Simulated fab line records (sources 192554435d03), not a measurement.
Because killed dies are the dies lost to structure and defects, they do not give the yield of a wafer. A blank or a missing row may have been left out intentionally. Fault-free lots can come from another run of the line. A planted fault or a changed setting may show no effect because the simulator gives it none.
Which tool was responsible? | flow n5Finfet | 28 wafers from 10 lots sampled at 5 of the route's 1938 steps

== WHAT THE GAUGES SHOWED, per wafer ==
N5_BEOL_M12_INSPECT_55: inspects for defects (darkfield). Usual: rawDefectCount 73, standard deviation 21.
lot  | measured     | on               | rawDefectCount | flag
L247 | day 11 15:10 | defectInspect-02 | 53 56 69       | 
L248 | day 11 17:56 | defectInspect-02 | 60 69 84       | 
L250 | day 12 11:28 | defectInspect-02 | 79 83 61       | 
L254 | day 13 10:59 | defectInspect-02 | 49 53          | 
L257 | day 13 20:20 | defectInspect-02 | 85 69 84       | 
L256 | day 13 21:48 | defectInspect-02 | 67 80          | 
L260 | day 14 16:26 | defectInspect-02 | 61 72 82       | 
L264 | day 15 17:25 | defectInspect-01 | 47 54 75       | 
L265 | day 15 23:25 | defectInspect-02 | 90 103 82      | 
L262 | day 17 06:23 | defectInspect-02 | 33 54 61       | 

N5_BEOL_M13_THK_MEAS_01. Usual: M13_ILD_THK typically reads 839 nm, with standard deviation 11.
lot  | measured     | on           | M13_ILD_THK (nm) | flag
L247 | day 11 15:21 | filmMetro-02 | 836 844 848      | 
L248 | day 11 18:07 | filmMetro-01 | 829 833 844      | 
L250 | day 12 11:39 | filmMetro-02 | 829 841 854      | 
L254 | day 13 11:10 | filmMetro-01 | 838 673          | OFF
L257 | day 13 20:32 | filmMetro-02 | 668 860 859      | OFF
L256 | day 13 21:59 | filmMetro-02 | 827 676          | OFF
L260 | day 14 16:38 | filmMetro-02 | 835 829 837      | 
L264 | day 15 17:37 | filmMetro-01 | 849 862 845      | 
L265 | day 15 23:37 | filmMetro-01 | 818 818 836      | 
L262 | day 17 06:34 | filmMetro-01 | 824 831 842      | 

== TOOL THAT RAN EACH LOT (tool first, then ch and the chambers of the sampled wafers, then the start) ==
lot  | N5_BEOL_M12_ANNEAL_48           | N5_BEOL_M12_DEP_53              | N5_BEOL_M13_ILD_DEP_00
L247 | rtpAnneal-02 ch 0, day 11 14:28 | pecvd-01 ch 1,2, day 11 15:04   | pecvd-03 ch 0,1,2, day 11 15:12
L248 | rtpAnneal-01 ch 0, day 11 17:17 | pecvd-03 ch 0,1,2, day 11 17:51 | pecvd-01 ch 1,2, day 11 17:58
L250 | rtpAnneal-01 ch 0, day 12 10:41 | pecvd-01 ch 2, day 12 11:22     | pecvd-03 ch 0,1,2, day 12 11:30
L254 | rtpAnneal-02 ch 0, day 13 10:22 | pecvd-03 ch 0,1, day 13 10:54   | pecvd-03 ch 0,2, day 13 11:04
L257 | rtpAnneal-01 ch 0, day 13 19:41 | pecvd-01 ch 0,1,2, day 13 20:15 | pecvd-03 ch 0,2, day 13 20:22
L256 | rtpAnneal-01 ch 0, day 13 21:02 | pecvd-01 ch 1,2, day 13 21:41   | pecvd-03 ch 0, day 13 21:50
L260 | rtpAnneal-02 ch 0, day 14 15:41 | pecvd-03 ch 0,1,2, day 14 16:21 | pecvd-01 ch 1,2, day 14 16:28
L264 | rtpAnneal-01 ch 0, day 15 16:41 | pecvd-03 ch 1,2, day 15 17:20   | pecvd-01 ch 1,2, day 15 17:28
L265 | rtpAnneal-02 ch 0, day 15 22:41 | pecvd-02 ch 0,1,2, day 15 23:20 | pecvd-01 ch 0,1,2, day 15 23:28
L262 | rtpAnneal-01 ch 0, day 17 05:42 | pecvd-01 ch 0,1, day 17 06:17   | pecvd-04 ch 0,1,2, day 17 06:25
- N5_BEOL_M12_ANNEAL_48: time 90 s.
- N5_BEOL_M12_DEP_53: deposits SiCN from 3MS/NH3, target thk 30 nm, time 10.5 s.
- N5_BEOL_M13_ILD_DEP_00: deposits SiOC from DEMS/O2, target thk 837.92 nm, time 166.4 s.

== AS READ BY THE TOOLS THEMSELVES (means over the sampled wafers that have a number; for cases with no such wafer, the mark the record gives instead) ==
N5_BEOL_M12_ANNEAL_48. Usual: annealTempC 225.02 C, standard deviation 0.15; wafer_temp_C_max 225.62, standard deviation 0.22.
lot  | tool         | annealTempC (C) | wafer_temp_C_max | flag
L247 | rtpAnneal-02 | 225.00          | 225.53           | 
L248 | rtpAnneal-01 | 225.03          | 225.57           | 
L250 | rtpAnneal-01 | 225.06          | 225.32           | 
L254 | rtpAnneal-02 | 224.91          | 225.56           | 
L257 | rtpAnneal-01 | 225.06          | 225.56           | 
L256 | rtpAnneal-01 | 224.89          | 225.27           | 
L260 | rtpAnneal-02 | 224.99          | 225.51           | 
L264 | rtpAnneal-01 | 224.92          | 225.43           | 
L265 | rtpAnneal-02 | 224.80          | 225.82           | 
L262 | rtpAnneal-01 | 225.04          | 225.74           | 

N5_BEOL_M12_DEP_53. Usual: rfFwdPowerW 666.3 W, standard deviation 2.5; showerheadPlenumPTorr 4.158 Torr, standard deviation 0.028; throttleValvePct 18.2 %, standard deviation 0.86.
lot  | tool     | rfFwdPowerW (W) | showerheadPlenumPTorr (Torr) | throttleValvePct (%) | flag
L247 | pecvd-01 | 667.6           | 4.156                        | 17.6                 | 
L248 | pecvd-03 | 666.0           | 4.155                        | 18.4                 | 
L250 | pecvd-01 | 668.6           | 4.129                        | 17.4                 | 
L254 | pecvd-03 | 669.8           | 4.179                        | 19.1                 | 
L257 | pecvd-01 | 666.0           | 4.161                        | 17.9                 | 
L256 | pecvd-01 | 667.4           | 4.167                        | 17.9                 | 
L260 | pecvd-03 | 667.9           | 4.154                        | 18.4                 | 
L264 | pecvd-03 | 665.9           | 4.148                        | 17.8                 | 
L265 | pecvd-02 | 665.4           | 4.143                        | 18.2                 | 
L262 | pecvd-01 | 667.4           | 4.189                        | 18.2                 | 

N5_BEOL_M13_ILD_DEP_00. Usual: heaterPowerW 474 W, standard deviation 70; rfFwdPowerW 498.6 W, standard deviation 1.5; runLengthS 210.9 s, standard deviation 0.6; showerheadPlenumPTorr 5.693 Torr, standard deviation 0.016; throttleValvePct 11.9 %, standard deviation 0.66.
lot  | tool     | heaterPowerW (W) | rfFwdPowerW (W) | runLengthS (s) | showerheadPlenumPTorr (Torr) | throttleValvePct (%) | flag
L247 | pecvd-03 | 499              | 499.7           | 210.6          | 5.692                        | 12.4                 | 
L248 | pecvd-01 | 403              | 498.7           | 211.5          | 5.718                        | 11.9                 | 
L250 | pecvd-03 | 471              | 498.3           | 210.4          | 5.697                        | 12.1                 | 
L254 | pecvd-03 | 553              | 500.0           | 193.2          | 5.691                        | 11.7                 | OFF
L257 | pecvd-03 | 545              | 498.6           | 198.8          | 5.697                        | 12.0                 | OFF
L256 | pecvd-03 | 594              | 498.7           | 192.8          | 5.692                        | 12.1                 | OFF
L260 | pecvd-01 | 414              | 500.8           | 211.1          | 5.690                        | 11.6                 | 
L264 | pecvd-01 | 383              | 498.5           | 211.8          | 5.706                        | 11.9                 | 
L265 | pecvd-01 | 455              | 498.3           | 211.7          | 5.694                        | 12.0                 | 
L262 | pecvd-04 | 501              | 498.8           | 211.0          | 5.702                        | 11.5                 | 

== THE ANSWER, worked out from the rows above alone ==
Rule: lot off if the mean of its wafers having a number is beyond 3 standard deviations from the usual mean. Also off: a lot with no number at a reading for which 4 or more lots have one. Any other lot the step has rows for is counted as sound. The gauges are gone through in route order, then the tools' own readings, and for those a lot's mean is taken as printed above. At the first step where some lot is off, the reading lying furthest off is the one used; lots without a number count as furthest.
Off: L254, L257, L256, seen at N5_BEOL_M13_THK_MEAS_01 (M13_ILD_THK).
A tool fits if, at a process step before that reading, it ran every lot that is off, and no sound lot after the first of them. The gauges at N5_BEOL_M13_THK_MEAS_01 aren't tried: what is off there is off at N5_BEOL_M13_ILD_DEP_00 too, on other tools, and a gauge's error can't cause that. One candidate fits, namely pecvd-03 at N5_BEOL_M13_ILD_DEP_00. Its last sound lot is L250 (day 12 11:30), its first lot that is off L254 (day 13 11:04): a fault that began between those two fits.
The tool's own readings at N5_BEOL_M13_ILD_DEP_00 bear it out: on the lots that are off they differ by more than 5 times the standard deviation of the sound lots' means. runLengthS reads 194.9 s there against 211.2 s on the sound lots.

== WHAT THE SIMULATOR HAD PUT IN ==
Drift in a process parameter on pecvd-03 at N5_BEOL_M13_ILD_DEP_00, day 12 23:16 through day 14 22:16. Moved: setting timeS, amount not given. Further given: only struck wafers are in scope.
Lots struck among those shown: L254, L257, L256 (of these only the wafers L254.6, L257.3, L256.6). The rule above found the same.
